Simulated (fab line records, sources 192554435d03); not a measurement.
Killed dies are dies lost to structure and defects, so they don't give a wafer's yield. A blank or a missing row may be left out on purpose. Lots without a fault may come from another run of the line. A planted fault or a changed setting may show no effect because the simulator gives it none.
Which tool did it? | flow n5_finfet | 14 lots, 40 wafers sampled, at 7 steps of a route of 1938

WHAT THE GAUGES READ, wafer by wafer
N5_SD_EPI_P_CD_MEAS_09: target cd 240 nm. Usual: cd_nm 239.8 nm, standard deviation 0.7.
lot  | measured    | on        | cd_nm (nm)        | flag
L961 | day 3 05:49 | cd_sem-01 | 240.1 240.3 240.0 |
L962 | day 3 16:13 | cd_sem-01 | 240.2 239.3 239.5 |
L965 | day 4 06:24 | cd_sem-03 | 240.7 241.3 240.1 |
L966 | day 4 12:02 | cd_sem-02 | 240.0 239.3 239.8 |
L967 | day 4 17:51 | cd_sem-01 | 241.2 239.8 240.2 |
L968 | day 5 00:04 | cd_sem-03 | 240.2 239.6 239.7 |
L969 | day 5 07:28 | cd_sem-03 | 239.2 239.7 240.0 |
L970 | day 5 16:56 | cd_sem-01 | 240.0 239.9 240.5 |
L971 | day 5 19:23 | cd_sem-01 | 240.5 239.9 240.5 |
L973 | day 6 07:44 | cd_sem-01 | 238.8 239.5 239.9 |
L975 | day 6 18:22 | cd_sem-03 | 240.2 240.3 239.7 |
L980 | day 7 22:19 | cd_sem-03 | 239.7 239.5       |
L981 | day 8 05:28 | cd_sem-03 | 238.5 238.6       |
L984 | day 9 05:05 | cd_sem-01 | 239.9 239.3 239.4 |

N5_SD_EPI_P_EPI_MEAS_23. Usual: thk_nm 61.0 nm, standard deviation 1.3.
lot  | measured    | on            | thk_nm (nm)    | flag
L961 | day 3 10:23 | film_metro-02 | 59.6 58.4 58.0 |
L962 | day 3 19:58 | film_metro-02 | 62.2 60.3 61.9 |
L965 | day 4 10:04 | film_metro-01 | 60.5 62.4 61.3 |
L966 | day 4 15:40 | film_metro-02 | 59.9 62.5 60.6 |
L967 | day 4 21:34 | film_metro-02 | 60.7 61.0 61.8 |
L968 | day 5 03:43 | film_metro-01 | 61.7 63.2 59.9 |
L969 | day 5 11:56 | film_metro-02 | 61.0 61.8 60.0 |
L970 | day 5 20:35 | film_metro-01 | 60.6 62.0 59.1 |
L971 | day 5 23:02 | film_metro-02 | 61.5 60.0 59.4 |
L973 | day 6 11:33 | film_metro-02 | 62.1 59.8 62.0 |
L975 | day 6 22:01 | film_metro-02 | 62.5 63.1 62.1 |
L980 | day 8 02:53 | film_metro-01 | 54.4 53.7      | OFF
L981 | day 8 09:56 | film_metro-01 | 53.5 60.1      | OFF
L984 | day 9 09:07 | film_metro-01 | 61.1 60.0 60.2 |

N5_SD_ACTIVATION_RS_MEAS_03: measures by four-point-probe. Usual: RS_SD_N 21.86 ohm/sq, standard deviation 0.28; RS_SD_P 55.9 ohm/sq, standard deviation 0.89.
lot  | measured    | on            | RS_SD_N (ohm/sq)  | RS_SD_P (ohm/sq) | flag
L961 | day 3 11:07 | film_metro-01 | 21.96 22.02 21.84 | 56.5 58.0 58.1   |
L962 | day 3 20:41 | film_metro-01 | 21.88 21.73 21.71 | 55.0 56.0 54.3   |
L965 | day 4 10:50 | film_metro-01 | 22.11 22.31 22.03 | 55.7 56.9 56.2   |
L966 | day 4 16:27 | film_metro-01 | 22.18 21.97 21.97 | 56.9 55.9 56.4   |
L967 | day 4 22:13 | film_metro-02 | 21.66 21.51 21.18 | 54.9 54.7 55.4   |
L968 | day 5 04:19 | film_metro-01 | 21.33 21.58 21.49 | 56.6 56.7 57.2   |
L969 | day 5 12:32 | film_metro-02 | 21.97 21.65 21.72 | 55.9 55.5 56.0   |
L970 | day 5 21:23 | film_metro-01 | 21.79 22.13 22.03 | 55.9 54.6 54.7   |
L971 | day 5 23:41 | film_metro-02 | 22.10 22.32 21.95 | 56.2 55.9 56.1   |
L973 | day 6 12:13 | film_metro-02 | 21.59 22.24 22.04 | 56.4 56.6 56.4   |
L975 | day 6 22:41 | film_metro-02 | 22.05 22.06 21.78 | 54.0 54.2 55.0   |
L980 | day 8 03:29 | film_metro-02 | 22.00 21.68       | 62.0 62.6        | OFF
L981 | day 8 10:35 | film_metro-02 | 21.80 21.97       | 64.8 56.8        | OFF
L984 | day 9 09:56 | film_metro-02 | 22.09 21.96 21.98 | 55.9 56.2 55.8   |

N5_BEOL_M4_RC_MEAS_101. Usual: DIBL_N 36.3 mV/V, standard deviation 1.1; DIBL_P 36.3 mV/V, standard deviation 1.4; IOFF_N 0.155 nA/um, standard deviation 0.019; IOFF_P 0.211 nA/um, standard deviation 0.027; IOFF_P_LIN 0.100 nA/um, standard deviation 0.011; IOFF_P_LONG 0.000106 nA/um, standard deviation 6.9e-06; ION_N 672 uA/um, standard deviation 8.5; ION_P 462 uA/um, standard deviation 5.8; REXT_P 100.3 ohm.um, standard deviation 2.1; RS_SD_P 65.8 ohm/sq, standard deviation 0.98; SS_N 71.5 mV/dec, standard deviation 0.56; SS_P 73.3 mV/dec, standard deviation 0.52; VT_N 249.9 mV, standard deviation 2.5; VT_P -249.8 mV, standard deviation 2.8; VT_P_LVT -98.5 mV, standard deviation 2.
lot  | measured     | on        | DIBL_N (mV/V)  | DIBL_P (mV/V)  | IOFF_N (nA/um)    | IOFF_P (nA/um)    | IOFF_P_LIN (nA/um) | IOFF_P_LONG (nA/um)        | ION_N (uA/um) | ION_P (uA/um) | REXT_P (ohm.um)   | RS_SD_P (ohm/sq) | SS_N (mV/dec)  | SS_P (mV/dec)  | VT_N (mV)         | VT_P (mV)            | VT_P_LVT (mV)        | flag
L961 | day 9 04:07  | prober-01 | 39.0 36.3 36.8 | 37.5 36.0 35.1 | 0.173 0.139 0.135 | 0.234 0.203 0.192 | 0.105 0.096 0.091  | 0.00011 0.00011 0.000108   | 668 675 670   | 458 463 453   | 102.9 102.2 103.2 | 66.3 67.9 68.6   | 72.5 70.9 72.2 | 74.6 73.4 73.6 | 250.1 250.3 253.8 | -247.6 -250.4 -255.3 | -97.5 -99.4 -99.2    |
L962 | day 9 18:11  | prober-01 | 37.5 37.8 35.0 | 38.2 39.5 35.7 | 0.185 0.200 0.143 | 0.238 0.248 0.190 | 0.108 0.109 0.091  | 0.000109 0.000104 0.000104 | 676 675 670   | 460 459 463   | 100.5 100.4 101.1 | 64.4 66.1 64.3   | 71.3 73.1 71.3 | 74.3 74.2 73.0 | 247.9 245.3 250.0 | -248.6 -248.1 -251.1 | -96.5 -95.9 -99.7    |
L965 | day 10 22:22 | prober-01 | 37.2 36.5 35.9 | 37.1 36.6 35.2 | 0.172 0.161 0.140 | 0.244 0.243 0.227 | 0.113 0.113 0.106  | 0.000115 0.000117 0.000114 | 676 672 669   | 472 467 469   | 98.2 97.5 97.3    | 65.3 66.1 65.6   | 71.9 71.8 71.0 | 73.9 73.0 72.7 | 248.4 247.0 252.1 | -244.4 -247.3 -248.4 | -96.6 -95.7 -96.9    |
L966 | day 11 10:13 | prober-01 | 36.3 34.8 36.3 | 36.4 33.7 35.6 | 0.166 0.135 0.171 | 0.199 0.167 0.199 | 0.096 0.086 0.097  | 0.000107 0.000103 0.000105 | 684 677 691   | 462 463 465   | 102.0 102.6 102.3 | 66.9 66.6 66.6   | 71.2 71.3 71.8 | 73.6 72.6 73.6 | 248.7 252.9 248.2 | -252.6 -251.8 -250.2 | -98.8 -101.2 -99.6   |
L967 | day 11 17:12 | prober-01 | 38.0 37.0 37.8 | 36.8 36.1 36.5 | 0.165 0.151 0.166 | 0.207 0.196 0.200 | 0.095 0.093 0.093  | 9e-05 9.5e-05 9.3e-05      | 667 676 680   | 454 456 455   | 96.5 95.8 96.2    | 64.1 64.6 65.2   | 71.7 70.8 71.3 | 73.4 72.4 73.5 | 248.1 249.1 249.3 | -253.2 -252.9 -253.1 | -100.8 -101.1 -101.7 |
L968 | day 13 01:34 | prober-02 | 36.7 37.7 36.1 | 37.0 37.7 34.9 | 0.177 0.182 0.156 | 0.217 0.223 0.183 | 0.102 0.103 0.089  | 0.000103 0.000105 0.0001   | 689 677 670   | 466 459 456   | 98.7 99.3 100.3   | 66.4 66.2 67.4   | 71.6 72.3 71.0 | 74.0 73.2 73.2 | 250.4 245.9 249.7 | -248.3 -247.1 -251.6 | -98.5 -98.5 -100.8   |
L969 | day 17 15:38 | prober-02 | 35.6 35.7 36.2 | 35.6 36.2 36.6 | 0.134 0.138 0.144 | 0.184 0.190 0.195 | 0.088 0.089 0.091  | 0.0001 0.000101 0.000102   | 670 664 668   | 460 463 461   | 99.8 99.3 99.9    | 66.3 65.6 66.4   | 71.4 71.3 71.4 | 73.3 72.7 73.2 | 250.1 251.8 250.7 | -253.3 -253.4 -251.7 | -101.8 -100.2 -99.6  |
L970 | day 13 23:12 | prober-02 | 35.9 35.7 35.2 | 36.0 35.8 35.6 | 0.138 0.138 0.128 | 0.162 0.165 0.158 | 0.081 0.083 0.080  | 0.0001 9.8e-05 0.000101    | 662 671 668   | 451 455 456   | 100.7 100.4 99.0  | 66.5 64.0 65.8   | 71.5 71.1 70.8 | 73.4 72.9 72.3 | 250.9 253.8 255.3 | -255.3 -253.9 -256.4 | -100.3 -99.2 -100.5  |
L971 | day 14 10:34 | prober-02 | 36.8 37.9 37.7 | 35.7 37.1 37.4 | 0.137 0.163 0.156 | 0.201 0.222 0.216 | 0.098 0.105 0.101  | 0.000108 0.00011 0.00011   | 677 675 672   | 467 468 461   | 102.6 103.0 104.1 | 66.3 65.9 66.1   | 70.4 71.6 71.7 | 72.5 73.2 74.0 | 250.5 249.0 248.3 | -250.7 -246.1 -251.8 | -99.5 -97.7 -98.9    |
L973 | day 14 23:47 | prober-01 | 34.7 36.8 35.3 | 33.6 35.7 34.6 | 0.137 0.175 0.146 | 0.184 0.211 0.197 | 0.091 0.099 0.095  | 0.000105 0.000105 0.000104 | 666 667 665   | 458 453 458   | 97.8 99.1 96.8    | 66.6 66.2 67.2   | 70.4 71.2 70.7 | 72.8 73.8 73.1 | 250.3 248.7 248.0 | -251.3 -250.6 -250.7 | -99.5 -98.0 -98.6    |
L975 | day 15 19:02 | prober-02 | 36.0 34.5 36.7 | 35.6 33.9 36.1 | 0.151 0.128 0.169 | 0.238 0.210 0.253 | 0.112 0.104 0.119  | 0.000115 0.000115 0.000119 | 667 662 682   | 468 464 467   | 99.6 99.7 99.9    | 63.9 64.3 64.3   | 71.7 70.8 71.6 | 73.2 72.8 72.9 | 248.3 253.7 245.5 | -246.1 -245.9 -243.8 | -96.2 -97.7 -96.4    |
L980 | day 17 07:20 | prober-02 | 36.7 37.0      | 35.3 36.0      | 0.160 0.168       | 0.144 0.146       | 0.074 0.072        | 0.000129 0.000129          | 677 684       | 434 435       | 131.8 133.3       | 74.7 74.3        | 71.3 70.9      | 72.6 72.2      | 248.6 249.9       | -257.6 -258.7        | -106.6 -107.7        | OFF
L981 | day 17 06:04 | prober-02 | 36.5 37.2      | 34.9 37.6      | 0.150 0.175       | 0.139 0.237       | 0.072 0.114        | 0.00013 0.000113           | 676 686       | 433 467       | 132.8 102.8       | 76.1 66.5        | 71.5 71.5      | 72.6 73.8      | 250.0 245.8       | -260.4 -248.3        | -109.3 -98.0         | OFF
L984 | day 16 04:41 | prober-02 | 37.2 38.7 37.2 | 36.6 36.8 35.6 | 0.171 0.196 0.161 | 0.241 0.250 0.223 | 0.114 0.118 0.108  | 0.000116 0.000112 0.000111 | 678 671 674   | 467 461 464   | 101.8 102.6 101.9 | 66.1 65.8 66.0   | 72.2 72.8 71.9 | 73.7 73.2 73.3 | 251.6 246.3 247.5 | -246.2 -246.9 -249.5 | -98.0 -97.7 -98.2    |

WHICH TOOL RAN EACH LOT (tool, then ch and the chambers of the sampled wafers, then the start)
lot  | N5_SD_EPI_P_ETCH_16               | N5_SD_EPI_P_PRECLEAN_51        | N5_SD_ACTIVATION_RTA_00
L961 | rie_diel-03 ch 0,1, day 3 06:37   | epi_rpcvd-03 ch 0, day 3 06:59 | rtp_anneal-02 ch 0, day 3 10:41
L962 | rie_diel-01 ch 0,1, day 3 16:55   | epi_rpcvd-01 ch 0, day 3 17:19 | rtp_anneal-02 ch 0, day 3 20:18
L965 | rie_diel-01 ch 0,1,2, day 4 07:07 | epi_rpcvd-01 ch 0, day 4 07:34 | rtp_anneal-02 ch 0, day 4 10:28
L966 | rie_diel-03 ch 0,2,3, day 4 12:44 | epi_rpcvd-01 ch 0, day 4 13:07 | rtp_anneal-01 ch 0, day 4 16:02
L967 | rie_diel-01 ch 0,1, day 4 18:38   | epi_rpcvd-01 ch 0, day 4 19:04 | rtp_anneal-02 ch 0, day 4 21:49
L968 | rie_diel-01 ch 0,2,3, day 5 00:46 | epi_rpcvd-01 ch 0, day 5 01:09 | rtp_anneal-01 ch 0, day 5 03:55
L969 | rie_diel-03 ch 0,2,3, day 5 08:10 | epi_rpcvd-04 ch 0, day 5 08:32 | rtp_anneal-02 ch 0, day 5 12:08
L970 | rie_diel-03 ch 1,2,3, day 5 17:40 | epi_rpcvd-01 ch 0, day 5 18:04 | rtp_anneal-02 ch 0, day 5 21:00
L971 | rie_diel-06 ch 1,2, day 5 20:05   | epi_rpcvd-04 ch 0, day 5 20:34 | rtp_anneal-02 ch 0, day 5 23:19
L973 | rie_diel-03 ch 2,3, day 6 08:37   | epi_rpcvd-04 ch 0, day 6 09:03 | rtp_anneal-02 ch 0, day 6 11:50
L975 | rie_diel-03 ch 0,1,3, day 6 19:04 | epi_rpcvd-01 ch 0, day 6 19:29 | rtp_anneal-01 ch 0, day 6 22:17
L980 | rie_diel-01 ch 0,2, day 7 23:06   | epi_rpcvd-01 ch 0, day 7 23:28 | rtp_anneal-01 ch 0, day 8 03:05
L981 | rie_diel-01 ch 2,3, day 8 06:10   | epi_rpcvd-01 ch 0, day 8 06:33 | rtp_anneal-01 ch 0, day 8 10:11
L984 | rie_diel-06 ch 1,2, day 9 06:10   | epi_rpcvd-04 ch 0, day 9 06:35 | rtp_anneal-01 ch 0, day 9 09:32
- N5_SD_EPI_P_ETCH_16: etches SiO2 in CHF3/O2, target depth 5 nm.
- N5_SD_EPI_P_PRECLEAN_51: cleans in NF3:NH3, afs cycles 1, time 20 s, sublimation time 60 s.
- N5_SD_ACTIVATION_RTA_00: time 0 s.

WHAT THE TOOLS THEMSELVES READ (means of the sampled wafers that have a number; where no wafer has one, the mark that the record gives instead)
N5_SD_EPI_P_ETCH_16. Usual: drypump_motor_current_A 5.8 A, standard deviation 0.36; oes_o_777_au 0.81 a.u., standard deviation 0.093; oes_product_au 0.81 a.u., standard deviation 0.094; rf_vpp_V 521 V, standard deviation 6.1; showerhead_plenum_p_Torr 2.40 Torr, standard deviation 0.07; throttle_valve_pct 18.92 %, standard deviation 0.19.
lot  | tool        | drypump_motor_current_A (A) | oes_o_777_au (a.u.) | oes_product_au (a.u.) | rf_vpp_V (V) | showerhead_plenum_p_Torr (Torr) | throttle_valve_pct (%) | flag
L961 | rie_diel-03 | 5.7                         | 0.90                | 0.89                  | 530          | 2.42                            | 18.85                  |
L962 | rie_diel-01 | 5.5                         | 0.71                | 0.71                  | 518          | 2.35                            | 19.19                  |
L965 | rie_diel-01 | 5.6                         | 0.77                | 0.76                  | 523          | 2.38                            | 19.12                  |
L966 | rie_diel-03 | 6.0                         | 0.90                | 0.90                  | 521          | 2.39                            | 18.81                  |
L967 | rie_diel-01 | 5.5                         | 0.72                | 0.72                  | 520          | 2.33                            | 19.16                  |
L968 | rie_diel-01 | 5.7                         | 0.85                | 0.84                  | 521          | 2.43                            | 18.97                  |
L969 | rie_diel-03 | 6.0                         | 0.89                | 0.88                  | 521          | 2.39                            | 18.81                  |
L970 | rie_diel-03 | 5.7                         | 0.81                | 0.80                  | 523          | 2.43                            | 18.73                  |
L971 | rie_diel-06 | 6.0                         | 0.73                | 0.72                  | 517          | 2.40                            | 19.14                  |
L973 | rie_diel-03 | 6.0                         | 0.85                | 0.85                  | 518          | 2.42                            | 18.78                  |
L975 | rie_diel-03 | 5.8                         | 0.82                | 0.81                  | 526          | 2.40                            | 18.78                  |
L980 | rie_diel-01 | 5.6                         | 0.88                | 0.88                  | 524          | 2.41                            | 18.96                  |
L981 | rie_diel-01 | 5.8                         | 0.86                | 0.88                  | 520          | 2.45                            | 18.88                  |
L984 | rie_diel-06 | 6.0                         | 0.89                | 0.89                  | 516          | 2.39                            | 18.89                  |

N5_SD_ACTIVATION_RTA_00. Usual: lamp_power_pct 8.96 %, standard deviation 0.052; lamp_zone_5_pct 8.953 %, standard deviation 0.027; wafer_temp_C_max 975.1, standard deviation 2.
lot  | tool          | lamp_power_pct (%) | lamp_zone_5_pct (%) | wafer_temp_C_max | flag
L961 | rtp_anneal-02 | 8.97               | 8.926               | 975.4            |
L962 | rtp_anneal-02 | 8.95               | 8.936               | 976.6            |
L965 | rtp_anneal-02 | 8.99               | 8.941               | 975.2            |
L966 | rtp_anneal-01 | 8.98               | 8.944               | 975.5            |
L967 | rtp_anneal-02 | 8.98               | 8.969               | 975.5            |
L968 | rtp_anneal-01 | 8.94               | 8.939               | 973.9            |
L969 | rtp_anneal-02 | 8.98               | 8.952               | 974.8            |
L970 | rtp_anneal-02 | 8.93               | 8.963               | 974.4            |
L971 | rtp_anneal-02 | 8.99               | 8.956               | 975.5            |
L973 | rtp_anneal-02 | 8.99               | 8.964               | 975.7            |
L975 | rtp_anneal-01 | 8.96               | 8.937               | 974.7            |
L980 | rtp_anneal-01 | 8.97               | 8.967               | 975.5            |
L981 | rtp_anneal-01 | 8.96               | 8.910               | 975.0            |
L984 | rtp_anneal-01 | 8.99               | 8.946               | 975.1            |

THE ANSWER, worked out from the rows above alone
Rule: a lot is off if the mean of its wafers that have a number lies more than 3 standard deviations from the usual mean. A lot without any number at a reading at which 4 lots or more have one is off too. The other lots that the step has rows for count as sound. The gauges are gone through in route order, then the tools' own readings, and for those a lot's mean is taken as printed above. The first step at which some lot is off is used, and at that step the reading that is off furthest; a lot without a number counts as furthest.
Off: L980, L981, at N5_SD_EPI_P_EPI_MEAS_23 (thk_nm).
A tool fits if, at a process step before that reading, it ran every lot that is off, and no sound lot after the first of them. The gauges at N5_SD_EPI_P_EPI_MEAS_23 aren't tried: what is off there is off at N5_SD_ACTIVATION_RS_MEAS_03 too, on other tools, and a gauge's error can't cause that. Can't be told from this: 2 tools fit, rie_diel-01 at N5_SD_EPI_P_ETCH_16, epi_rpcvd-01 at N5_SD_EPI_P_PRECLEAN_51.

WHAT THE SIMULATOR HAD PUT IN
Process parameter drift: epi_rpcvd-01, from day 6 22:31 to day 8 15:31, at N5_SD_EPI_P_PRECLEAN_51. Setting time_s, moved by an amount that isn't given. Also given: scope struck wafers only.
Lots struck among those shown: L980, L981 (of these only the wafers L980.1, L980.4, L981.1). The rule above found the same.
